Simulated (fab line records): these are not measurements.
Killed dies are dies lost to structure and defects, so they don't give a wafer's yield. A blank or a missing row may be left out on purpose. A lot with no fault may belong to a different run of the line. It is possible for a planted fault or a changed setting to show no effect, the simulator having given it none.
Chamber matching | flow n5_finfet | ald_sin-03 running N5_BEOL_M3_ALD_98: 4 sister chambers
The step deposits SiO2, target thk 2.5 nm, pulse time 1 s, co reactant pulse time 1 s. 8 wafers are shown with their chamber, then 12 later ones without.

== WAFERS PAIRED WITH THEIR CHAMBERS ==
wafer  | chamber | heater_power_w (W) | precursor_pulse_height_rel
L084.3 | 1       | 72                 | 0.984
L084.4 | 3       | 84                 | 1.001
L084.5 | 3       | 84                 | 0.954
L085.1 | 2       | 78                 | 1.002
L085.6 | 0       | 85                 | 0.984
L092.1 | 2       | 71                 | 1.021
L092.2 | 0       | 80                 | 1.018
L092.4 | 1       | 77                 | 0.991

== WAFERS WITH NO CHAMBER GIVEN ==
wafer  | heater_power_w (W) | precursor_pulse_height_rel
L093.2 | 83                 | 0.970
L093.4 | 71                 | 1.013
L093.6 | 77                 | 0.987
L094.1 | 71                 | 1.025
L094.2 | 77                 | 0.995
L094.3 | 81                 | 0.966
L094.4 | 83                 | 0.981
L094.5 | 74                 | 1.018
L094.6 | 72                 | 0.996
L097.1 | 80                 | 1.030
L097.5 | 79                 | 0.995
L097.6 | 76                 | 0.977

== WHICH CHAMBER EACH ONE RAN IN ==
wafer  | from the rows above               | in truth
L093.2 | can't be placed: 3 or 0           | 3
L093.4 | can't be placed: 2 or 1           | 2
L093.6 | can't be placed: 1 or 2 or 0 or 3 | 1
L094.1 | can't be placed: 2 or 1           | 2
L094.2 | can't be placed: 1 or 2 or 0 or 3 | 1
L094.3 | can't be placed: 3 or 0 or 1 or 2 | 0
L094.4 | can't be placed: 3 or 0           | 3
L094.5 | can't be placed: 2 or 1           | 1
L094.6 | can't be placed: 1 or 2           | 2
L097.1 | can't be placed: 0 or 2 or 1 or 3 | 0
L097.5 | can't be placed: 0 or 1 or 2 or 3 | 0
L097.6 | can't be placed: 1 or 2 or 0 or 3 | 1
Placed correctly: 0 of 12. From these rows, 12 cannot be placed; in 12 the true chamber is one of the candidates. 0 placed wrongly.
How it was worked out, from the rows above alone: a wafer's distance from a chamber is the root of the sum, over the readings, of the square of ((its reading less the chamber's mean) divided by the reading's scatter). If the next closest chamber is less than 2 further off than the closest, the wafer can't be placed; otherwise it belongs to the closest. For every chamber, the mean is computed from those of its wafers that are shown. How the scatter is found: for the shown wafers, subtract from each reading the mean of its chamber, square and add these, divide the total by (wafers less chambers), then take the root.
